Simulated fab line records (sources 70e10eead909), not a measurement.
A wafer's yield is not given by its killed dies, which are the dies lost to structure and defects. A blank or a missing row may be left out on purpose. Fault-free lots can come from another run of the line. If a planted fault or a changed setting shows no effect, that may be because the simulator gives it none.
Chamber matching + flow nandHarc + 4 sister chambers for NHARC_A_STAIRCASE_ALD_415 on aldHk-01
The step deposits SiO2, target thk 30 nm, pulse time 6 s, ald cycles 300. 4 wafers are shown with their chamber, then 11 later ones without.

## WAFERS, EACH WITH ITS CHAMBER
| wafer  | chamber | heaterPowerW (W) |
|--------|---------|------------------|
| L086.3 | 1       | 426              |
| L087.5 | 3       | 469              |
| L087.6 | 2       | 407              |
| L091.2 | 0       | 511              |

## WAFERS WITH NO CHAMBER GIVEN
| wafer  | heaterPowerW (W) |
|--------|------------------|
| L091.3 | 471              |
| L091.4 | 410              |
| L092.4 | 433              |
| L092.5 | 402              |
| L092.6 | 471              |
| L094.1 | 429              |
| L094.2 | 505              |
| L094.3 | 405              |
| L093.3 | 495              |
| L093.4 | 431              |
| L093.5 | 429              |

## EACH ONE'S CHAMBER
| wafer  | from the rows above     | in truth |
|--------|-------------------------|----------|
| L091.3 | 3                       | 3        |
| L091.4 | 2                       | 2        |
| L092.4 | 1                       | 1        |
| L092.5 | 2                       | 2        |
| L092.6 | 3                       | 3        |
| L094.1 | 1                       | 1        |
| L094.2 | 0                       | 0        |
| L094.3 | 2                       | 2        |
| L093.3 | can't be placed: 0 or 3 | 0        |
| L093.4 | 1                       | 1        |
| L093.5 | 1                       | 1        |
10 of 11 placed correctly. From these rows, 1 cannot be placed; in 1 the true chamber is one of the candidates. Wrongly placed: 0.
How it was worked out, from the rows above alone: a wafer's distance from a chamber is the root of the sum, over the readings, of the square of ((its reading less the chamber's mean) divided by the reading's scatter). If the next closest chamber is less than 2 further off than the closest, the wafer can't be placed; otherwise it belongs to the closest. Each chamber's mean is taken over the wafers shown for it. The scatter: with one shown wafer a chamber, the root of the mean of the squares of how far each hidden wafer lies from its nearest shown one.
